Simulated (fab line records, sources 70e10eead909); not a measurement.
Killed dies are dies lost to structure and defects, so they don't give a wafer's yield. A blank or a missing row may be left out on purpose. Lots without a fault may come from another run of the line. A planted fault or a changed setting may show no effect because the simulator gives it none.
Chamber matching | flow nand_harc | NHARC_A_M0_DESCUM_14 on rie_diel-03: 4 sister chambers
The step chemistry O2, time 3 s. 24 wafers are shown with their chamber, then 12 later ones without.

WAFERS WITH THEIR CHAMBER
wafer  | chamber | showerhead_plenum_p_Torr (Torr) | drypump_motor_current_A (A) | rf_vpp_V (V)
L074.2 | 0       | 1.97                            | 6.1                         | 58.0
L074.3 | 1       | 1.92                            | 5.7                         | 59.1
L074.4 | 2       | 2.03                            | 5.5                         | 57.4
L075.3 | 0       | 1.97                            | 6.1                         | 59.4
L075.4 | 2       | 2.03                            | 5.5                         | 58.8
L075.6 | 1       | 1.92                            | 5.8                         | 58.1
L076.1 | 2       | 2.03                            | 5.5                         | 58.5
L076.5 | 0       | 1.97                            | 6.1                         | 58.9
L076.6 | 3       | 1.93                            | 5.5                         | 57.2
L080.1 | 1       | 1.92                            | 5.8                         | 58.0
L080.3 | 3       | 1.93                            | 5.5                         | 57.2
L080.6 | 2       | 2.03                            | 5.5                         | 57.5
L082.2 | 3       | 1.93                            | 5.4                         | 57.2
L082.3 | 2       | 2.03                            | 5.5                         | 57.2
L082.6 | 0       | 1.97                            | 6.1                         | 59.4
L084.1 | 2       | 2.03                            | 5.5                         | 57.9
L084.2 | 0       | 1.97                            | 6.1                         | 58.3
L084.5 | 0       | 1.97                            | 6.1                         | 58.1
L084.3 | 1       | 1.92                            | 5.8                         | 58.2
L084.4 | 1       | 1.92                            | 5.8                         | 56.0
L084.6 | 2       | 2.02                            | 5.5                         | 59.1
L085.1 | 0       | 1.97                            | 6.1                         | 57.1
L085.4 | 0       | 1.97                            | 6.1                         | 58.7
L085.6 | 1       | 1.92                            | 5.8                         | 59.6

SIGNATURES (means of the wafers above)
reading                  | chamber 0 | chamber 1 | chamber 2 | chamber 3 | scatter within a chamber
showerhead_plenum_p_Torr | 1.9700    | 1.9200    | 2.0286    | 1.9300    | 0.00207
drypump_motor_current_A  | 6.100     | 5.783     | 5.500     | 5.467     | 0.0274
rf_vpp_V                 | 58.487    | 58.167    | 58.057    | 57.200    | 0.872
Rule: a wafer's distance from a chamber is the root of the sum, over the readings, of the square of ((its reading less the chamber's mean) divided by the reading's scatter). The wafer belongs to the nearest chamber; if the next one is less than 2 further off, it can't be placed. The scatter: the root of (the sum of the squares of (reading less its chamber's mean) over the shown wafers, divided by (wafers less chambers)).

WAFERS WITHOUT THEIR CHAMBER
wafer  | showerhead_plenum_p_Torr (Torr) | drypump_motor_current_A (A) | rf_vpp_V (V)
L094.1 | 1.93                            | 5.4                         | 57.2
L094.2 | 2.02                            | 5.5                         | 58.4
L094.3 | 1.97                            | 6.1                         | 57.6
L094.4 | 1.92                            | 5.8                         | 56.4
L094.5 | 1.97                            | 6.1                         | 57.8
L094.6 | 1.92                            | 5.7                         | 57.9
L096.3 | 1.92                            | 5.7                         | 57.8
L096.4 | 1.97                            | 6.1                         | 59.0
L096.6 | 1.92                            | 5.7                         | 57.3
L097.1 | 1.92                            | 5.7                         | 59.9
L097.2 | 1.97                            | 6.1                         | 57.0
L097.4 | 1.93                            | 5.4                         | 58.3

WHICH CHAMBER EACH WENT THROUGH
wafer  | from the rows above | in truth
L094.1 | 3                   | 3
L094.2 | 2                   | 2
L094.3 | 0                   | 0
L094.4 | 1                   | 1
L094.5 | 0                   | 0
L094.6 | 1                   | 1
L096.3 | 1                   | 1
L096.4 | 0                   | 0
L096.6 | 1                   | 1
L097.1 | 1                   | 1
L097.2 | 0                   | 0
L097.4 | 3                   | 3
Placed correctly: 12 of 12. Can't be placed from these rows: 0. Placed wrongly: 0.
